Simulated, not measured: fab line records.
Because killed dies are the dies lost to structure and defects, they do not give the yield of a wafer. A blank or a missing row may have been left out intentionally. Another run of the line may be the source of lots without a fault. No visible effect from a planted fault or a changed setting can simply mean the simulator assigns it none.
Which of the tools did it? -- flow nand harc -- 14 lots, 42 wafers sampled, at 5 steps of a route of 1159

WHAT EACH GAUGE READ, for each wafer
NHARC_THIN_TSV_CD_MEAS_16.
lot,measured,on,cd nm (nm)
L325,day 19 02:04,cd sem-03,1000.6 1001.2 999.4
L327,day 19 16:09,cd sem-01,1000.7 1000.8 998.3
L329,day 19 17:19,cd sem-02,1000.1 1001.6 1001.6
L328,day 19 23:31,cd sem-01,998.8 999.4 1000.6
L331,day 20 06:11,cd sem-03,1002.1 1002.9 1000.7
L332,day 20 07:30,cd sem-02,1000.6 999.0 999.3
L330,day 20 09:20,cd sem-02,1002.2 1003.2 1002.3
L336,day 21 12:16,cd sem-02,1000.6 1000.3 1000.5
L337,day 21 13:28,cd sem-02,998.6 999.6 998.5
L338,day 21 20:34,cd sem-01,1001.6 1000.6 1002.1
L342,day 23 05:48,cd sem-02,1002.6 1000.8 999.2
L344,day 23 19:22,cd sem-03,1001.2 1001.4 1000.6
L347,day 23 22:13,cd sem-02,1001.1 999.0 1001.3
L346,day 23 23:31,cd sem-03,1003.3 1001.5 1003.5

NHARC_THIN_TSV_CD_MEAS_33: the cd target is 5000 nm.
lot,measured,on,cd nm (nm)
L325,day 19 07:02,cd sem-02,4998.4 4998.8 4997.7
L327,day 19 21:35,cd sem-03,4998.0 4996.6 4997.7
L329,day 19 22:30,cd sem-03,5000.5 5001.0 4998.8
L328,day 20 05:04,cd sem-03,4997.9 4996.6 4997.8
L331,day 20 11:31,cd sem-01,4996.0 4998.5 4997.2
L332,day 20 12:55,cd sem-02,5001.1 5000.5 5000.7
L330,day 20 14:37,cd sem-03,4998.1 4999.4 4999.0
L336,day 21 17:43,cd sem-01,5000.2 4999.0 5000.2
L337,day 21 18:23,cd sem-02,4999.4 4999.9 4999.8
L338,day 22 01:26,cd sem-03,4999.5 4998.8 4999.0
L342,day 23 10:46,cd sem-01,5000.1 4999.9 5000.9
L344,day 24 00:43,cd sem-03,4998.2 4995.3 4998.7
L347,day 24 03:10,cd sem-02,4998.0 4998.4 4999.1
L346,day 24 04:29,cd sem-01,5000.4 5000.4 5000.0

NHARC_END_SORT_01.
lot,measured,on,killed at array,killed at other,killed at periphery,killed dies,killed open,killed short
L336,day 22 04:15,prober-01,53 81 71,0 2 0,2 5 5,55 88 76,3 4 0,2 2 3
L337,day 22 09:11,prober-02,88 79 64,0 0 0,1 4 1,89 83 65,3 3 2,2 2 2

WHAT TOOL EACH LOT RAN ON (gives the tool, then ch and the chambers of the sampled wafers, and finally the start)
lot,NHARC_A_BLC_PRE_CLEAN_31,NHARC_THIN_TSV_DEGAS_49
L325,"pvd sputter-03, day 17 12:31","pvd sputter-01, day 19 03:53"
L327,"pvd sputter-01, day 18 06:04","pvd sputter-03, day 19 18:27"
L329,"pvd sputter-03, day 18 07:43","pvd sputter-01, day 19 19:15"
L328,"pvd sputter-01, day 18 18:56","pvd sputter-03, day 20 01:56"
L331,"pvd sputter-02, day 19 00:05","pvd sputter-01, day 20 08:28"
L332,"pvd sputter-01, day 19 01:29","pvd sputter-02, day 20 09:26"
L330,"pvd sputter-02, day 19 04:41","pvd sputter-02, day 20 11:31"
L336,"pvd sputter-01, day 20 05:53","pvd sputter-01, day 21 14:34"
L337,"pvd sputter-01, day 20 09:23","pvd sputter-03, day 21 15:16"
L338,"pvd sputter-03, day 20 15:26","pvd sputter-01, day 21 22:27"
L342,"pvd sputter-03, day 22 01:25","pvd sputter-01, day 23 07:36"
L344,"pvd sputter-03, day 22 13:02","pvd sputter-02, day 23 21:31"
L347,"pvd sputter-03, day 22 14:21","pvd sputter-02, day 24 00:09"
L346,"pvd sputter-02, day 22 19:38","pvd sputter-01, day 24 01:28"
- NHARC_A_BLC_PRE_CLEAN_31: time 15 s.
- NHARC_THIN_TSV_DEGAS_49: time 120 s.

WHAT THE TOOLS THEMSELVES READ (means of the sampled wafers that have a number; where no wafer has one, the mark that the record gives instead)
NHARC_THIN_TSV_DEGAS_49.
lot,tool,heater power w (W)
L325,pvd sputter-01,441
L327,pvd sputter-03,464
L329,pvd sputter-01,483
L328,pvd sputter-03,470
L331,pvd sputter-01,480
L332,pvd sputter-02,503
L330,pvd sputter-02,520
L336,pvd sputter-01,486
L337,pvd sputter-03,497
L338,pvd sputter-01,494
L342,pvd sputter-01,476
L344,pvd sputter-02,525
L347,pvd sputter-02,507
L346,pvd sputter-01,471

THE ANSWER, worked out from the rows above alone
Rule: the usual values come from the lots themselves. The widest of any qualifying gaps counts: lots, ordered by their means at a reading, are off when they make up no more than a third of the lots, leave a main group of 4 or more, and stand apart from it by 3 or more times the standard deviation of that group's means. A main group is skipped when, at the precision printed for the reading in the tables above, its means are all equal. A lot without any number at a reading at which 4 lots or more have one is off too. The other lots that the step has rows for count as sound. The gauges are gone through in route order, then the tools' own readings, and for those a lot's mean is taken as printed above. The first step at which some lot is off is used, and at that step the reading that is off furthest; a lot without a number counts as furthest.
No lot is off on any of the readings shown, so nothing can be concluded from this.

WHAT THE SIMULATOR HAD INSERTED
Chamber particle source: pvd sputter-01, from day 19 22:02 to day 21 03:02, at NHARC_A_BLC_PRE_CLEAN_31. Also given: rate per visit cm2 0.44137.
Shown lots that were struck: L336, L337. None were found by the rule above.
